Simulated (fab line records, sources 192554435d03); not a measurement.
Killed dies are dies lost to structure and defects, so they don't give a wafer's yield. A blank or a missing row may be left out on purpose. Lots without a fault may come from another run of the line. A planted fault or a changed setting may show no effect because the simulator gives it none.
One fault seen from 2 desks | flow n5_finfet | each desk has only its own numbers; what lay behind them comes last

THE TOOL OWNER'S DESK: rie_diel-02
The tool's own readings at N5_FIN_CUT_CUT_ETCH_26 (etches SiNx in CH3F/O2, target depth 39 nm, time 55.7 s): means of the sampled wafers that have a number, for each lot that ran on this tool. A lot is out of limits, marked OUT, if its mean lies more than 4 standard deviations from the usual mean; the brackets give that distance. Of its 9 readings 7 are shown: those that lie furthest out on some lot.
Columns: A = bias_w at N5_FIN_CUT_CUT_ETCH_26, usual 73.01 W; B = mfc_ar_sccm at N5_FIN_CUT_CUT_ETCH_26, usual 150.0 sccm; C = oes_product_au at N5_FIN_CUT_CUT_ETCH_26, usual 0.74 a.u.; D = rf_vpp_V at N5_FIN_CUT_CUT_ETCH_26, usual 297 V; E = run_length_s at N5_FIN_CUT_CUT_ETCH_26, usual 79.1 s; F = showerhead_plenum_p_Torr at N5_FIN_CUT_CUT_ETCH_26, usual 1.97 Torr; G = throttle_valve_pct at N5_FIN_CUT_CUT_ETCH_26, usual 16.40 %
lot  | first seen here | A     | B     | C    | D   | E    | F    | G
L895 | day 4 15:43     | 73.19 | 149.8 | 0.87 | 298 | 79.6 | 1.98 | 16.12
L896 | day 4 23:36     | 73.15 | 149.4 | 0.85 | 303 | 77.9 | 2.03 | 16.14
L898 | day 5 08:50     | 72.96 | 149.7 | 0.76 | 299 | 77.7 | 1.97 | 16.27
This desk's finding: nothing out of limits on any of the 3 lots.

THE METROLOGY DESK
What the gauges read, lot by lot, whatever tool the lot ran on: means of the sampled wafers that have a number. A lot is out of limits, marked OUT, if its mean lies more than 4 standard deviations from the usual mean; the brackets give that distance. Of its 10 readings 7 are shown: those that lie furthest out on some lot.
Columns: A = DIBL_N at N5_BEOL_M4_RC_MEAS_101, usual 36.6 mV/V; B = IOFF_N at N5_BEOL_M4_RC_MEAS_101, usual 0.17 nA/um; C = IOFF_P at N5_BEOL_M4_RC_MEAS_101, usual 0.23 nA/um; D = SS_N at N5_BEOL_M4_RC_MEAS_101, usual 71.6 mV/dec; E = SS_P at N5_BEOL_M4_RC_MEAS_101, usual 73.4 mV/dec; F = VT_N at N5_BEOL_M4_RC_MEAS_101, usual 249 mV; G = VT_P at N5_BEOL_M4_RC_MEAS_101, usual -249 mV
lot  | first seen here | A    | B    | C    | D    | E    | F   | G
L895 | day 10 06:24    | 38.7 | 0.21 | 0.26 | 72.5 | 73.9 | 247 | -249
L896 | day 10 08:01    | 36.5 | 0.20 | 0.27 | 71.8 | 74.2 | 244 | -245
L898 | day 11 07:40    | 37.0 | 0.17 | 0.24 | 71.1 | 74.2 | 250 | -249
L906 | day 13 03:37    | 38.0 | 0.20 | 0.26 | 71.9 | 73.5 | 246 | -247
This desk's finding: nothing out of limits on any of the 4 lots.

PUT TOGETHER
The tool owner's desk saw nothing out of limits.
The metrology desk saw nothing out of limits.

WHAT THE SIMULATOR HAD PUT IN
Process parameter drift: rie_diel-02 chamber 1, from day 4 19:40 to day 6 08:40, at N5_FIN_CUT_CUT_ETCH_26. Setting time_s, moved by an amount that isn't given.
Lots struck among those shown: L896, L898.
